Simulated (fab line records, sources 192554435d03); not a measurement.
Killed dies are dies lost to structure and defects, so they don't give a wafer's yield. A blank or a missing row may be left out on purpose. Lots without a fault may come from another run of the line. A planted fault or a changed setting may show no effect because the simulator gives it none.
Chamber matching | flow n5_finfet | N5_BEOL_M0_STRIP_104 on rie_diel-04: 4 sister chambers
The step strips in N2/H2. 4 wafers are shown with their chamber, then 9 later ones without.

WAFERS WITH THEIR CHAMBER
wafer  | chamber | throttle_valve_pct (%)
L084.5 | 1       | 23.4
L084.6 | 2       | 23.3
L089.4 | 3       | 23.8
L089.5 | 0       | 23.9

WAFERS WITHOUT THEIR CHAMBER
wafer  | throttle_valve_pct (%)
L090.1 | 23.9
L090.2 | 22.9
L090.4 | 23.8
L091.2 | 23.9
L091.4 | 24.0
L091.5 | 22.9
L093.1 | 23.9
L093.2 | 22.9
L093.4 | 23.4

WHICH CHAMBER EACH WENT THROUGH
wafer  | from the rows above          | in truth
L090.1 | can't be placed: 0 or 3      | 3
L090.2 | can't be placed: 2 or 1      | 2
L090.4 | can't be placed: 3 or 0 or 1 | 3
L091.2 | can't be placed: 0 or 3      | 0
L091.4 | can't be placed: 0 or 3      | 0
L091.5 | can't be placed: 2 or 1      | 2
L093.1 | can't be placed: 0 or 3      | 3
L093.2 | can't be placed: 2 or 1      | 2
L093.4 | can't be placed: 1 or 2 or 3 | 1
Placed correctly: 0 of 9. Can't be placed from these rows: 9 (the true chamber is among the candidates in 9). Placed wrongly: 0.
How it was worked out, from the rows above alone: a wafer's distance from a chamber is the root of the sum, over the readings, of the square of ((its reading less the chamber's mean) divided by the reading's scatter). The wafer belongs to the nearest chamber; if the next one is less than 2 further off, it can't be placed. A chamber's mean is the mean of its shown wafers. The scatter: with one shown wafer a chamber, the root of the mean of the squares of how far each hidden wafer lies from its nearest shown one.
